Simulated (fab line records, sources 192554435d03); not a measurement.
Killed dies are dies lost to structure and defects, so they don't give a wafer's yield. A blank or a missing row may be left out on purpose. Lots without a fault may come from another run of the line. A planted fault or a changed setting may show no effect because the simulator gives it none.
Chamber matching | flow n5_finfet | N5_BEOL_M5_CMP_52 on cmp-04: 4 sister chambers
The step polishes, stops on SiCOH lowk, t overpolish 6.9 s, target thk 62 nm. 4 wafers are shown with their chamber, then 11 later ones without.

WAFERS WITH THEIR CHAMBER
wafer  | chamber | time_to_endpoint_s (s)
L081.4 | 0       | 63
L089.5 | 3       | 63
L089.6 | 2       | 56
L088.1 | 1       | 76

WAFERS WITHOUT THEIR CHAMBER
wafer  | time_to_endpoint_s (s)
L088.3 | 59
L088.6 | 59
L091.4 | 64
L091.5 | 63
L091.6 | 56
L092.2 | 62
L092.3 | 69
L092.5 | 64
L097.1 | 73
L097.2 | 55
L097.6 | 71

WHICH CHAMBER EACH WENT THROUGH
wafer  | from the rows above          | in truth
L088.3 | can't be placed: 2 or 0 or 3 | 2
L088.6 | can't be placed: 2 or 0 or 3 | 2
L091.4 | can't be placed: 0 or 3      | 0
L091.5 | can't be placed: 0 or 3      | 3
L091.6 | 2                            | 2
L092.2 | can't be placed: 0 or 3 or 2 | 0
L092.3 | can't be placed: 0 or 3 or 1 | 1
L092.5 | can't be placed: 0 or 3      | 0
L097.1 | 1                            | 1
L097.2 | 2                            | 2
L097.6 | can't be placed: 1 or 0 or 3 | 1
Placed correctly: 3 of 11. Can't be placed from these rows: 8 (the true chamber is among the candidates in 8). Placed wrongly: 0.
How it was worked out, from the rows above alone: a wafer's distance from a chamber is the root of the sum, over the readings, of the square of ((its reading less the chamber's mean) divided by the reading's scatter). The wafer belongs to the nearest chamber; if the next one is less than 2 further off, it can't be placed. A chamber's mean is the mean of its shown wafers. The scatter: with one shown wafer a chamber, the root of the mean of the squares of how far each hidden wafer lies from its nearest shown one.
